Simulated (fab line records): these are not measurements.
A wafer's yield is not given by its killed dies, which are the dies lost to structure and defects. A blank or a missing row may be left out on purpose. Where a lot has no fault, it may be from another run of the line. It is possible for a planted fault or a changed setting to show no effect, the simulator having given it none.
fab line records	flow n5Finfet
[record] lots = 8	wafers = 24	lastDay = 18
route steps=1938 shown DUMMY_GATE@232 SPACER0@258 SD_EPI_N@272 SD_EPI_P@329 BEOL_M4@1111 PASSIVATION@1936
lots that met no fault: from a run of the same line without faults
startH: hours from the record's opening day to when the first of the lot's shown wafers began	waitH: time in hours since the lot's previous step	" the same as in the row above	L1.1+2: a single row standing in for several wafers	- no value, or no start given	* or withheld: withheld	< > ~ a bound
route shown NAME@n: names a module that has steps shown in the file, with the first one's number in the route	usual: mean and standard deviation over wafers with no fault	same: alike in all rows	chamber/n: place in a boat	sites: readings site by site	_std_site: the values' standard deviation	_edge_site: the outer-site mean with the inner-site mean subtracted	radiusMm: for every site, how far away it sits from the centre of the wafer	mask NAME#n: copy n	behind: the last tool/chamber to shape the wafer	hold: why the lot was held/for how many hours/how that ended	device: transistor that didn't switch, given as n, p or np	end of line: tests of these same wafers at the route's end	step lacking rows: just its recipe	killed: not the wafer's yield, but the dies lost to structure and defects at the first sort	map: shows each die of a wafer: x if killed, . if not, _ if none is there
set.NAME: the setting as run; set.NAME@STEP: as run at that earlier step	model.NAME: the simulator's own value behind a step, which no gauge read
route steps across a sampled set of lots; one table per step, one row per wafer
services: from which hour (startH, from the record's first day; less than 0 if before it) a tool's chamber was out of use, for how many hours, and why
[[steps]]
[step N5_DUMMY_GATE_OVL_MEAS_16]
[recipe] pointsPerWafer = 522
[usual] GATE_OVL = 0.2/0.73
lot.wafer	tool	chamber	startH	waitH	GATE_OVL[nm]
L931.1	overlay-02	0	61.01	0.0	0.4
L931.3	"	0	"	"	0.6
L931.5	"	0	"	"	0.7
L936.1	overlay-01	0	89.84	0.0	0.1
L936.2	"	0	"	"	0.4
L936.5	"	0	"	"	0.8
L941.1	overlay-02	0	119.73	0.0	-0.2
L941.3	"	0	"	"	-0.7
L941.4	"	0	"	"	0.0
L947.1	overlay-01	0	154.18	0.0	0.0
L947.4	"	0	"	"	0.4
L947.5	"	0	"	"	0.7
L948.1	overlay-01	0	164.00	0.0	0.3
L948.4	"	0	"	"	0.3
L948.6	"	0	"	"	0.6
L950.3	overlay-02	0	173.90	0.0	0.0
L950.5	"	0	"	"	-0.5
L950.6	"	0	"	"	-0.5
L951.1	overlay-02	0	179.46	0.0	0.7
L951.3	"	0	"	"	0.5
L951.5	"	0	"	"	0.9
L952.2	overlay-02	0	184.84	0.0	0.0
L952.4	"	0	"	"	0.5
L952.6	"	0	"	"	-0.3
[step N5_DUMMY_GATE_INSPECT_27]
[recipe] inspectInstrument = brightfield	mode = aei
[usual] rawDefectCount = 322/78
lot.wafer	tool	chamber	startH	waitH	rawDefectCount
L931.1	defectInspect-01	-	62.49	0.0	439
L931.3	"	-	"	"	398
L931.5	"	-	"	"	305
L936.1	defectInspect-02	-	91.40	0.0	358
L936.2	"	-	"	"	391
L936.5	"	-	"	"	303
L941.1	defectInspect-02	-	120.98	0.0	323
L941.3	"	-	"	"	425
L941.4	"	-	"	"	351
L947.1	defectInspect-01	-	155.42	0.0	212
L947.4	"	-	"	"	305
L947.5	"	-	"	"	363
L948.1	defectInspect-01	-	165.25	0.0	358
L948.4	"	-	"	"	340
L948.6	"	-	"	"	307
L950.3	defectInspect-01	-	175.13	0.0	353
L950.5	"	-	"	"	368
L950.6	"	-	"	"	161
L951.1	defectInspect-01	-	180.99	0.0	394
L951.3	"	-	"	"	267
L951.5	"	-	"	"	231
L952.2	defectInspect-02	-	186.07	0.0	557
L952.4	"	-	"	"	429
L952.6	"	-	"	"	379
[step N5_SPACER0_ALD_07]
[recipe] material = SiNx	targetThkA = 20	tempC = 400	aldPrecursorFamily = SiH2I2	aldCoReactant = N2/H2-plasma	pressureTorr = 2
[usual] chamberPressureTorr = 2.000/0.0045	heaterPowerW = 836/50	susceptorTempC = 399.99/0.21
lot.wafer	tool	chamber	startH	waitH	chamberPressureTorr	heaterPowerW	sinceWetCleanH	susceptorTempC
L931.1	aldSin-01	0	62.52	0.0	1.999	827	53	399.78
L931.3	"	3	"	"	1.998	822	53	400.09
L931.5	"	0	"	"	2.006	845	-	399.88
L936.1	aldSin-04	0	92.88	1.5	2.006	921	190	399.92
L936.2	"	1	"	"	2.004	881	190	400.01
L936.5	"	0	"	"	2.003	897	-	400.03
L941.1	aldSin-04	3	121.01	0.0	2.002	793	218	399.90
L941.3	"	0	"	"	2.007	913	218	399.42
L941.4	"	2	"	"	2.001	780	218	399.78
L947.1	aldSin-03	2	155.46	0.0	1.999	805	343	399.92
L947.4	"	0	"	"	2.001	932	343	399.97
L947.5	"	3	"	"	1.997	761	-	400.07
L948.1	aldSin-01	3	165.28	0.0	1.998	833	156	400.32
L948.4	"	0	"	"	2.006	829	156	400.00
L948.6	"	0	"	"	2.006	820	-	400.30
L950.3	aldSin-04	0	175.17	0.0	2.001	904	273	400.29
L950.5	"	2	"	"	2.003	785	-	400.12
L950.6	"	3	"	"	2.002	791	-	400.11
L951.1	aldSin-01	3	181.03	0.0	2.000	808	172	400.11
L951.3	"	2	"	"	2.004	780	172	399.89
L951.5	"	3	"	"	2.002	797	-	400.58
L952.2	aldSin-01	2	187.61	1.5	1.998	809	178	400.21
L952.4	"	3	"	"	2.002	811	178	399.82
L952.6	"	0	"	"	1.998	826	-	399.80
[step N5_SPACER0_INSPECT_04]
[recipe] inspectInstrument = darkfield	mode = postDep
[usual] rawDefectCount = 145/33
lot.wafer	tool	chamber	startH	waitH	rawDefectCount
L931.1	defectInspect-01	-	63.09	0.1	179
L931.3	"	-	"	"	201
L931.5	"	-	"	"	141
L936.1	defectInspect-02	-	93.45	0.1	166
L936.2	"	-	"	"	160
L936.5	"	-	"	"	122
L941.1	defectInspect-02	-	121.58	0.1	155
L941.3	"	-	"	"	160
L941.4	"	-	"	"	420
L947.1	defectInspect-01	-	156.03	0.1	112
L947.4	"	-	"	"	126
L947.5	"	-	"	"	150
L948.1	defectInspect-01	-	165.85	0.1	161
L948.4	"	-	"	"	174
L948.6	"	-	"	"	139
L950.3	defectInspect-02	-	175.74	0.1	163
L950.5	"	-	"	"	162
L950.6	"	-	"	"	95
L951.1	defectInspect-02	-	181.59	0.1	171
L951.3	"	-	"	"	134
L951.5	"	-	"	"	105
L952.2	defectInspect-02	-	188.18	0.1	223
L952.4	"	-	"	"	215
L952.6	"	-	"	"	175
[step N5_SD_EPI_N_INSPECT_11]
[recipe] mode = adi	inspectInstrument = macro
[usual] rawDefectCount = 2.1/1.5
lot.wafer	tool	chamber	startH	waitH	rawDefectCount
L931.1	defectInspect-01	-	63.54	0.0	3
L931.3	"	-	"	"	2
L931.5	"	-	"	"	1
L936.1	defectInspect-01	-	93.94	0.0	0
L936.2	"	-	"	"	2
L936.5	"	-	"	"	1
L941.1	defectInspect-01	-	121.91	0.0	1
L941.3	"	-	"	"	2
L941.4	"	-	"	"	268
L947.1	defectInspect-01	-	156.48	0.0	1
L947.4	"	-	"	"	4
L947.5	"	-	"	"	1
L948.1	defectInspect-01	-	166.30	0.0	2
L948.4	"	-	"	"	2
L948.6	"	-	"	"	1
L950.3	defectInspect-02	-	176.06	0.0	0
L950.5	"	-	"	"	1
L950.6	"	-	"	"	2
L951.1	defectInspect-01	-	182.05	0.0	2
L951.3	"	-	"	"	1
L951.5	"	-	"	"	0
L952.2	defectInspect-02	-	188.50	0.0	1
L952.4	"	-	"	"	1
L952.6	"	-	"	"	5
[step N5_SD_EPI_N_ETCH_34]
[recipe] chemistry = CF4	target = SiARC	targetDepthA = 455	maskMaterial = CAR-ArF-block	timeS = 75.8	ionEnergyEv = 80	pressureMtorr = 40	sourceW = 545	biasW = 36	Ar_flow_sccm = 100	cf4FlowSccm = 100	ends = cleared
[usual] drypumpMotorCurrentA = 5.8/0.45	etchRfOnTimeS = 75.7/1.4	oesProductAu = 0.69/0.065	rfVppV = 184.2/1.1	showerheadPlenumPTorr = 2.16/0.063	throttleValvePct = 15.67/0.26
lot.wafer	tool	chamber	startH	waitH	drypumpMotorCurrentA	etchRfOnTimeS	oesProductAu	rfHoursCounterH	rfVppV	showerheadPlenumPTorr	throttleValvePct
L931.1	rieDiel-06	0	63.61	0.0	5.7	75.3	0.68	98	183.6	2.16	15.63
L931.3	"	1	"	"	5.8	74.2	0.75	44	182.6	2.09	15.75
L931.5	"	0	"	"	5.7	75.8	0.68	-	185.6	2.16	15.63
L936.1	rieDiel-06	1	94.01	0.0	5.8	74.5	0.74	53	183.1	2.09	15.76
L936.2	"	0	"	"	5.8	75.7	0.67	109	183.7	2.16	15.65
L936.5	"	1	"	"	5.8	74.1	0.75	-	184.6	2.09	15.77
L941.1	rieDiel-01	0	122.26	0.0	5.5	75.8	0.80	11	182.1	2.11	15.78
L941.3	"	2	"	"	5.9	76.0	0.63	165	184.6	2.23	15.77
L941.4	"	1	"	"	5.5	74.1	0.72	85	183.5	2.17	15.20
L947.1	rieDiel-03	3	156.55	0.0	5.1	78.2	0.60	212	182.3	2.04	15.80
L947.4	"	2	"	"	5.6	76.3	0.69	99	185.9	2.24	15.72
L947.5	"	2	"	"	5.7	76.1	0.68	-	185.6	2.24	15.74
L948.1	rieDiel-01	3	166.37	0.0	6.1	75.4	0.81	2	183.9	2.11	15.12
L948.4	"	0	"	"	5.5	75.4	0.76	29	182.4	2.10	15.83
L948.6	"	1	"	"	5.5	74.8	0.71	-	184.4	2.16	15.25
L950.3	rieDiel-06	1	176.13	0.0	5.8	74.6	0.71	80	184.3	2.08	15.82
L950.5	"	2	"	"	6.8	76.3	0.64	-	183.8	2.14	16.11
L950.6	"	3	"	"	5.4	74.7	0.73	-	184.7	2.16	15.42
L951.1	rieDiel-01	0	182.12	0.0	5.5	74.8	0.75	35	181.7	2.10	15.84
L951.3	"	2	"	"	5.9	74.6	0.62	190	184.5	2.22	15.83
L951.5	"	0	"	"	5.5	74.6	0.75	-	184.3	2.10	15.84
L952.2	rieDiel-03	1	188.57	0.0	5.8	76.4	0.76	37	184.5	2.27	15.30
L952.4	"	0	"	"	6.0	76.0	0.61	224	186.1	2.21	15.95
L952.6	"	3	"	"	5.1	77.9	0.60	-	183.4	2.04	15.82
[step N5_SD_EPI_N_INSPECT_26]
[recipe] inspectInstrument = darkfield	mode = postEpi
[usual] rawDefectCount = 223/41
lot.wafer	tool	chamber	startH	waitH	rawDefectCount
L931.1	defectInspect-01	-	67.73	0.1	239
L931.3	"	-	"	"	259
L931.5	"	-	"	"	238
L936.1	defectInspect-02	-	98.72	0.1	220
L936.2	"	-	"	"	242
L936.5	"	-	"	"	269
L941.1	defectInspect-01	-	126.17	0.1	207
L941.3	"	-	"	"	209
L941.4	"	-	"	"	496
L947.1	defectInspect-02	-	161.69	0.1	191
L947.4	"	-	"	"	199
L947.5	"	-	"	"	241
L948.1	defectInspect-01	-	170.42	0.1	254
L948.4	"	-	"	"	252
L948.6	"	-	"	"	224
L950.3	defectInspect-02	-	180.07	0.1	252
L950.5	"	-	"	"	239
L950.6	"	-	"	"	156
L951.1	defectInspect-02	-	187.17	0.1	259
L951.3	"	-	"	"	205
L951.5	"	-	"	"	192
L952.2	defectInspect-02	-	194.21	0.1	286
L952.4	"	-	"	"	247
L952.6	"	-	"	"	237
[step N5_SD_EPI_P_INSPECT_26]
[recipe] inspectInstrument = darkfield	mode = postEpi
[usual] rawDefectCount = 189/37
lot.wafer	tool	chamber	startH	waitH	rawDefectCount
L931.1	defectInspect-01	-	71.96	0.0	215
L931.3	"	-	"	"	194
L931.5	"	-	"	"	186
L936.1	defectInspect-01	-	102.81	0.0	168
L936.2	"	-	"	"	167
L936.5	"	-	"	"	224
L941.1	defectInspect-02	-	130.29	0.0	178
L941.3	"	-	"	"	221
L941.4	"	-	"	"	476
L947.1	defectInspect-01	-	168.00	0.0	200
L947.4	"	-	"	"	182
L947.5	"	-	"	"	183
L948.1	defectInspect-02	-	176.75	0.0	195
L948.4	"	-	"	"	180
L948.6	"	-	"	"	160
L950.3	defectInspect-02	-	186.12	0.0	211
L950.5	"	-	"	"	234
L950.6	"	-	"	"	180
L951.1	defectInspect-02	-	191.25	0.0	214
L951.3	"	-	"	"	144
L951.5	"	-	"	"	185
L952.2	defectInspect-02	-	198.48	0.0	292
L952.4	"	-	"	"	218
L952.6	"	-	"	"	229
[step N5_BEOL_M4_RC_MEAS_101]
[usual] DIBL_N = 36.3/1.2	DIBL_P = 36.3/1.4	IOFF_N = 0.157/0.02	IOFF_P = 0.22/0.033	ION_N = 675/9.6	ION_P = 465/8.2	SS_N = 71.4/0.45	SS_P = 73.3/0.54	VT_N = 249.8/2.5	VT_P = -249/3.2
lot.wafer	tool	chamber	startH	waitH	DIBL_N[mV/V]	DIBL_P[mV/V]	IOFF_N[nA/um]	IOFF_P[nA/um]	ION_N[uA/um]	ION_P[uA/um]	SS_N[mV/dec]	SS_P[mV/dec]	VT_N[mV]	VT_P[mV]
L931.1	prober-01	0	187.88	0.0	34.6	34.8	0.128	0.16	665	455	71.2	72.0	251.3	-256
L931.3	"	0	"	"	35.1	34.9	0.132	0.17	662	453	71.7	72.3	251.7	-253
L931.5	"	0	"	"	35.3	35.1	0.137	0.17	668	455	71.2	71.9	253.9	-254
L936.1	prober-02	0	234.49	0.0	37.6	37.5	0.184	0.22	686	470	71.3	73.1	244.6	-247
L936.2	"	0	"	"	35.8	34.8	0.135	0.17	662	449	71.1	72.5	250.2	-251
L936.5	"	0	"	"	35.3	34.3	0.135	0.17	664	458	71.0	72.0	251.1	-251
L941.1	prober-01	0	269.43	0.0	37.2	37.3	0.182	0.25	680	475	71.3	73.5	248.5	-246
L941.3	"	0	"	"	35.8	36.4	0.173	0.24	680	472	71.3	73.9	249.2	-245
L941.4	"	0	"	"	36.2	36.6	0.173	0.23	677	465	71.1	72.8	247.7	-246
L947.1	prober-01	0	299.75	0.0	35.0	33.2	0.123	0.15	654	443	70.7	73.8	256.3	-256
L947.4	"	0	"	"	35.9	34.8	0.141	0.17	665	450	71.5	73.9	254.5	-258
L947.5	"	0	"	"	35.8	34.6	0.130	0.17	650	442	71.2	73.9	257.1	-256
L948.1	prober-02	0	300.57	0.2	35.0	35.5	0.126	0.18	653	459	70.5	72.8	254.0	-251
L948.4	"	0	"	"	35.4	36.4	0.127	0.19	661	460	71.3	73.2	254.7	-251
L948.6	"	0	"	"	34.6	35.6	0.115	0.18	658	459	70.8	73.1	254.7	-252
L951.1	prober-01	0	307.20	0.0	35.7	36.1	0.147	0.25	673	469	71.2	73.3	249.2	-246
L951.3	"	0	"	"	37.4	37.9	0.182	0.28	675	473	71.5	74.0	246.1	-245
L951.5	"	0	"	"	36.5	36.6	0.170	0.26	667	464	71.8	73.9	247.4	-246
L950.3	prober-02	0	315.34	0.3	37.2	37.3	0.186	0.26	691	481	71.4	74.0	247.1	-246
L950.5	"	0	"	"	37.1	36.7	0.174	0.25	683	473	71.6	74.1	249.6	-247
L950.6	"	0	"	"	35.9	34.6	0.154	0.22	689	474	70.7	73.9	253.2	-250
L952.2	prober-02	0	331.82	0.2	38.2	39.2	0.187	0.29	688	471	71.6	74.1	249.0	-242
L952.4	"	0	"	"	34.8	34.9	0.119	0.20	665	470	70.4	72.6	251.8	-248
L952.6	"	0	"	"	39.5	40.7	0.208	0.34	685	478	71.7	74.1	247.2	-243
[step N5_PASSIVATION_PROBE_49]
[usual] defectLimitedYield = 91.1/1.4	killed_at_M0_to_M3 = 33/10	killed_at_M4_up = 15/5.8	killedAtContacts = 13/5.9	killedAtFrontEnd = 39/11	killedAtOther = 4/3.6	killedDies = 105/16	killedOnRim = 13/3.7	killedOpen = 68/11	killedShort = 34/7.8	sort_bin_5_function = 5.2/0.88	sort_bin_6_memory = 3.3/0.61	sortNPass = 1075/16	sortYieldPct = 91.1/1.4
[same] grossDies = 1180	killedAtBackSide = 0	sort_bin_4_leakage[%] = 0	sort_bin_8_speed[%] = 0
lot.wafer	tool	chamber	startH	waitH	defectLimitedYield[%]	killed_at_M0_to_M3	killed_at_M4_up	killedAtContacts	killedAtFrontEnd	killedAtOther	killedDies	killedOnRim	killedOpen	killedShort	sort_bin_5_function[%]	sort_bin_6_memory[%]	sortNPass	sortYieldPct[%]
L931.1	prober-01	-	291.11	0.0	88.8	33	11	21	63	4	132	19	85	41	6.6	4.3	1048	88.8
L931.3	prober-01	-	291.21	0.1	88.7	26	19	16	71	1	133	10	85	41	7.2	3.5	1047	88.7
L931.5	prober-01	-	291.31	0.2	90.1	35	16	4	56	6	117	11	68	40	5.3	3.8	1063	90.1
L936.1	prober-01	-	347.40	0.0	91.9	30	6	15	41	4	96	14	59	32	4.4	3.4	1084	91.9
L936.2	prober-01	-	347.45	0.1	91.5	31	7	9	49	4	100	17	62	35	5.0	3.1	1080	91.5
L936.5	prober-01	-	347.60	0.2	91.4	30	10	24	35	2	101	20	64	31	4.5	3.6	1079	91.4
L941.1	prober-02	-	371.76	0.0	90.5	42	8	14	33	15	112	12	64	45	5.5	3.5	1068	90.5
L941.3	prober-02	-	371.86	0.1	90.3	33	17	10	47	7	114	15	74	36	5.4	3.7	1066	90.3
L941.4	prober-02	-	371.91	0.2	83.6	51	17	8	109	8	193	34	82	46	10.0	5.0	987	83.6
L947.1	prober-02	-	402.30	0.0	93.6	23	9	18	26	0	76	10	58	18	3.8	2.5	1104	93.6
L947.4	prober-02	-	402.45	0.2	92.6	21	18	12	34	2	87	9	52	32	3.9	3.2	1093	92.6
L947.5	prober-02	-	402.50	0.2	91.9	20	18	24	34	0	96	4	58	36	5.1	2.5	1084	91.9
L948.1	prober-02	-	408.41	0.0	89.5	44	11	18	49	2	124	17	80	44	6.8	3.2	1056	89.5
L948.4	prober-02	-	408.56	0.2	90.8	42	12	10	43	1	108	7	69	39	5.3	3.4	1072	90.8
L948.6	prober-02	-	408.66	0.3	89.6	44	8	7	58	6	123	18	79	44	6.2	3.6	1057	89.6
L951.1	prober-01	-	408.41	0.0	94.3	28	3	5	26	5	67	11	38	28	3.7	1.7	1113	94.3
L951.3	prober-01	-	408.51	0.1	91.4	43	10	9	39	1	102	17	70	31	5.3	3.2	1078	91.4
L951.5	prober-01	-	408.61	0.2	92.6	41	8	3	34	1	87	7	57	24	4.5	2.8	1093	92.6
L950.3	prober-01	-	414.34	0.1	91.9	31	12	9	40	4	96	10	70	20	5.3	2.5	1084	91.9
L950.5	prober-01	-	414.44	0.2	89.8	52	18	13	35	2	120	15	78	41	5.7	4.1	1060	89.8
L950.6	prober-01	-	414.49	0.3	91.6	32	9	20	37	1	99	12	65	32	4.8	3.2	1081	91.6
L952.2	prober-02	-	440.45	0.1	94.1	32	12	4	17	5	70	12	42	27	3.5	2.5	1110	94.1
L952.4	prober-02	-	440.55	0.2	91.4	34	21	10	26	11	102	9	80	22	5.1	3.2	1078	91.4
L952.6	prober-02	-	440.65	0.3	92.7	20	24	8	29	5	86	12	57	25	4.2	2.9	1094	92.7
// killed by level:class
L931.1 FIN_SAQP:geometricParticle:open=14 FIN_SAQP:geometricParticle:short=13 MOL_CONTACT_COAG:geometricParticle:open=13 BEOL_M3:geometricParticle:open=10 STI_FIN_REVEAL:geometricParticle:open=8 DUMMY_GATE:geometricParticle:open=8 GATE_CUT:geometricParticle:short=6 MOL_CONTACT_COAG:geometricParticle:short=6
L931.3 STI_FIN_REVEAL:geometricParticle:open=18 MOL_CONTACT_COAG:geometricParticle:open=14 FIN_SAQP:geometricParticle:short=10 FIN_SAQP:geometricParticle:open=7 GATE_CUT:geometricParticle:open=7 BEOL_M1:geometricParticle:open=7 BEOL_M4:geometricParticle:open=6 DUMMY_GATE:geometricParticle:open=4
L931.5 FIN_SAQP:geometricParticle:open=13 BEOL_M4:geometricParticle:open=11 FIN_SAQP:geometricParticle:short=10 STI_FIN_REVEAL:geometricParticle:open=10 BEOL_M0_SAQP:geometricParticle:short=8 BEOL_M3:geometricParticle:open=8 GATE_CUT:geometricParticle:short=6 BEOL_M1:geometricParticle:open=6
L936.1 STI_FIN_REVEAL:geometricParticle:open=12 MOL_CONTACT_COAG:geometricParticle:open=11 FIN_SAQP:geometricParticle:short=9 BEOL_M0_SAQP:geometricParticle:open=9 BEOL_M3:geometricParticle:open=7 GATE_CUT:geometricParticle:short=5 BEOL_M1:geometricParticle:open=4 MOL_CONTACT_COAG:geometricParticle:short=4
L936.2 STI_FIN_REVEAL:geometricParticle:open=13 BEOL_M0_SAQP:geometricParticle:short=9 MOL_CONTACT_COAG:geometricParticle:open=8 GATE_CUT:geometricParticle:short=7 BEOL_M0_SAQP:geometricParticle:open=7 GATE_CUT:geometricParticle:open=5 BEOL_M3:geometricParticle:open=5 FIN_SAQP:geometricParticle:short=4
L936.5 MOL_CONTACT_COAG:geometricParticle:open=17 BEOL_M0_SAQP:geometricParticle:open=8 BEOL_M0_SAQP:geometricParticle:short=8 BEOL_M3:geometricParticle:open=8 STI_FIN_REVEAL:geometricParticle:open=7 GATE_CUT:geometricParticle:short=7 MOL_CONTACT_COAG:geometricParticle:short=7 BEOL_M4:geometricParticle:open=5
L941.1 MOL_CONTACT_COAG:geometricParticle:open=11 BEOL_M0_SAQP:geometricParticle:short=10 FIN_SAQP:geometricParticle:open=8 BEOL_M3:geometricParticle:open=8 BEOL_M0_SAQP:geometricParticle:open=6 BEOL_M3:geometricParticle:short=6 FIN_SAQP:geometricParticle:short=5 STARTING-WAFER:geometricParticle:short=5
L941.3 FIN_SAQP:geometricParticle:open=16 FIN_SAQP:geometricParticle:short=7 BEOL_M0_SAQP:geometricParticle:open=7 BEOL_M0_SAQP:geometricParticle:short=7 BEOL_M3:geometricParticle:open=7 STI_FIN_REVEAL:geometricParticle:open=6 MOL_CONTACT_COAG:geometricParticle:open=6 DUMMY_GATE:geometricParticle:open=5
L941.4 SPACER0:unspecified=64 FIN_SAQP:geometricParticle:short=15 BEOL_M3:geometricParticle:open=13 BEOL_M0_SAQP:geometricParticle:short=13 BEOL_M0_SAQP:geometricParticle:open=13 FIN_SAQP:geometricParticle:open=10 MOL_CONTACT_COAG:geometricParticle:open=8 DUMMY_GATE:geometricParticle:open=6
L947.1 MOL_CONTACT_COAG:geometricParticle:open=16 STI_FIN_REVEAL:geometricParticle:open=10 BEOL_M4:geometricParticle:open=5 BEOL_M0_SAQP:geometricParticle:open=5 BEOL_M2:geometricParticle:open=5 DUMMY_GATE:geometricParticle:open=4 GATE_CUT:geometricParticle:short=4 BEOL_M0_SAQP:geometricParticle:short=3
L947.4 FIN_SAQP:geometricParticle:short=11 STI_FIN_REVEAL:geometricParticle:open=9 FIN_SAQP:geometricParticle:open=7 MOL_CONTACT_COAG:geometricParticle:open=7 BEOL_M4:geometricParticle:open=6 BEOL_M1:geometricParticle:open=5 MOL_CONTACT_COAG:geometricParticle:short=5 BEOL_M0_SAQP:geometricParticle:open=5
L947.5 MOL_CONTACT_COAG:geometricParticle:open=19 STI_FIN_REVEAL:geometricParticle:open=10 BEOL_M4:geometricParticle:short=9 FIN_SAQP:geometricParticle:short=8 GATE_CUT:geometricParticle:short=5 MOL_CONTACT_COAG:geometricParticle:short=5 BEOL_M0_SAQP:geometricParticle:open=5 BEOL_M0_SAQP:geometricParticle:short=4
L948.1 FIN_SAQP:geometricParticle:open=23 BEOL_M3:geometricParticle:open=12 MOL_CONTACT_COAG:geometricParticle:open=11 BEOL_M0_SAQP:geometricParticle:open=8 MOL_CONTACT_COAG:geometricParticle:short=7 BEOL_M2:geometricParticle:open=7 BEOL_M0_SAQP:geometricParticle:short=7 STI_FIN_REVEAL:geometricParticle:open=6
L951.1 BEOL_M2:geometricParticle:open=7 BEOL_M3:geometricParticle:open=6 FIN_SAQP:geometricParticle:open=5 STI_FIN_REVEAL:geometricParticle:open=5 STI_FIN_REVEAL:geometricParticle:short=4 BEOL_M0_SAQP:geometricParticle:open=4 BEOL_M1:geometricParticle:short=4 MOL_CONTACT_COAG:geometricParticle:open=3
L951.3 BEOL_M0_SAQP:geometricParticle:open=12 STI_FIN_REVEAL:geometricParticle:open=10 BEOL_M0_SAQP:geometricParticle:short=10 BEOL_M3:geometricParticle:open=8 MOL_CONTACT_COAG:geometricParticle:open=7 BEOL_M2:geometricParticle:open=5 ILD0:geometricParticle:open=5 DUMMY_GATE:geometricParticle:open=4
L948.4 FIN_SAQP:geometricParticle:open=11 BEOL_M3:geometricParticle:open=11 FIN_SAQP:geometricParticle:short=10 BEOL_M1:geometricParticle:open=10 GATE_CUT:geometricParticle:short=7 BEOL_M0_SAQP:geometricParticle:short=7 MOL_CONTACT_COAG:geometricParticle:open=6 BEOL_M0_SAQP:geometricParticle:open=6
L951.5 BEOL_M0_SAQP:geometricParticle:open=11 FIN_SAQP:geometricParticle:open=10 BEOL_M2:geometricParticle:open=8 BEOL_M0_SAQP:geometricParticle:short=5 BEOL_M2:geometricParticle:short=5 GATE_CUT:geometricParticle:open=4 BEOL_M1:geometricParticle:open=4 PMOS_HMC_CHANNEL_EPI:coatMicrobubblePrinted=4
L948.6 FIN_SAQP:geometricParticle:open=17 FIN_SAQP:geometricParticle:short=14 BEOL_M0_SAQP:geometricParticle:short=10 BEOL_M3:geometricParticle:open=9 BEOL_M0_SAQP:geometricParticle:open=8 BEOL_M1:geometricParticle:open=8 DUMMY_GATE:geometricParticle:open=7 STI_FIN_REVEAL:geometricParticle:open=6
L950.3 STI_FIN_REVEAL:geometricParticle:open=14 BEOL_M1:geometricParticle:open=9 MOL_CONTACT_COAG:geometricParticle:open=8 GATE_CUT:geometricParticle:open=5 BEOL_M2:geometricParticle:open=5 FIN_SAQP:geometricParticle:open=4 BEOL_M0_SAQP:geometricParticle:open=4 BEOL_M1:geometricParticle:short=4
L950.5 BEOL_M0_SAQP:geometricParticle:short=13 BEOL_M3:geometricParticle:open=13 MOL_CONTACT_COAG:geometricParticle:open=11 STI_FIN_REVEAL:geometricParticle:open=8 GATE_CUT:geometricParticle:short=8 BEOL_M2:geometricParticle:open=6 GATE_CUT:geometricParticle:open=5 BEOL_M0:geometricParticle:open=5
L950.6 MOL_CONTACT_COAG:geometricParticle:open=16 GATE_CUT:geometricParticle:short=11 BEOL_M0_SAQP:geometricParticle:open=7 BEOL_M1:geometricParticle:open=7 STI_FIN_REVEAL:geometricParticle:open=5 BEOL_M0_SAQP:geometricParticle:short=5 FIN_SAQP:geometricParticle:open=4 STI_FIN_REVEAL:geometricParticle:short=4
L952.2 BEOL_M0_SAQP:geometricParticle:open=7 BEOL_M0_SAQP:geometricParticle:short=6 BEOL_M0:geometricParticle:open=5 BEOL_M1:geometricParticle:open=5 BEOL_M3:geometricParticle:short=4 BEOL_M5:geometricParticle:open=4 FIN_SAQP:geometricParticle:short=3 GATE_CUT:geometricParticle:short=3
L952.4 BEOL_M6:geometricParticle:open=10 MOL_CONTACT_COAG:geometricParticle:open=9 BEOL_M4:geometricParticle:open=8 MIM_TOP_ETCH:geometricParticle:open=7 BEOL_M1:geometricParticle:open=7 STI_FIN_REVEAL:geometricParticle:open=6 BEOL_M0_SAQP:geometricParticle:open=6 BEOL_M0:geometricParticle:open=6
L952.6 BEOL_M4:geometricParticle:open=12 STI_FIN_REVEAL:geometricParticle:open=9 MOL_CONTACT_COAG:geometricParticle:open=7 BEOL_M1:geometricParticle:open=6 BEOL_M0_SAQP:geometricParticle:open=5 FIN_SAQP:geometricParticle:short=4 STARTING-WAFER:geometricParticle:short=4 FIN_SAQP:geometricParticle:open=3
[[services]]
tool	chamber	startH	hours	kind
rieDiel-01	-	42.23	28.1	pm
aldSin-01	-	52.18	6.0	pm
rieDiel-03	3	57.16	4.1	repair
rieDiel-03	-	65.58	0.2	repair
rieDiel-01	0	70.33	-	clean
rieDiel-01	0	70.33	-	consumableReplace:focusRing
rieDiel-01	0	70.33	22.1	scheduledDown
rieDiel-01	0	70.33	22.1	ventCycle
rieDiel-03	1	71.21	-	clean
rieDiel-03	1	71.21	-	consumableReplace:focusRing
rieDiel-03	1	71.21	-	consumableReplace:showerhead
rieDiel-03	1	71.21	12.9	scheduledDown
rieDiel-03	1	71.21	12.9	ventCycle
aldSin-04	3	85.24	15.2	repair
aldSin-01	3	89.03	4.4	repair
rieDiel-01	3	105.15	7.8	repair
rieDiel-01	3	137.44	-	clean
rieDiel-01	3	137.44	-	consumableReplace:focusRing
rieDiel-01	3	137.44	23.2	scheduledDown
rieDiel-01	3	137.44	23.2	ventCycle
rieDiel-06	-	174.50	0.2	repair
aldSin-03	-	176.81	14.0	pm
aldSin-03	0	176.81	14.0	ventCycle
aldSin-03	1	176.81	14.0	ventCycle
[[key]]
[firstSign] step = N5_SPACER0_INSPECT_04	reading = rawDefectCount	direction = up	sigmas = 8.3	usual = 145	struck = 420
[effect] step = N5_SD_EPI_N_INSPECT_11	reading = rawDefectCount	direction = up	sigmas = 99+	usual = 2.1	struck = 268
[effect] step = N5_SD_EPI_N_INSPECT_26	reading = rawDefectCount	direction = up	sigmas = 6.7	usual = 223	struck = 496
[effect] step = N5_SD_EPI_P_INSPECT_26	reading = rawDefectCount	direction = up	sigmas = 7.7	usual = 189	struck = 476
[effect] step = N5_PASSIVATION_PROBE_49	reading = killedAtFrontEnd	direction = up	sigmas = 6.4	usual = 39	struck = 109
[moreKillsBornAt] N5_SPACER0_ALD_07@aldSin-04 = 64
metAt N5_SPACER0_ALD_07
struckLots L941
struckWafers L941.4
notActingAt N5_DUMMY_GATE_OVL_MEAS_16,N5_DUMMY_GATE_INSPECT_27,N5_SD_EPI_N_ETCH_34
[fault] kind = chamberParticleSource	tool = aldSin-04	chamber = 2	onsetH = 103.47	steps = N5_SPACER0_ALD_07	ratePerVisitCm2 = 0.43417	endH = 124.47
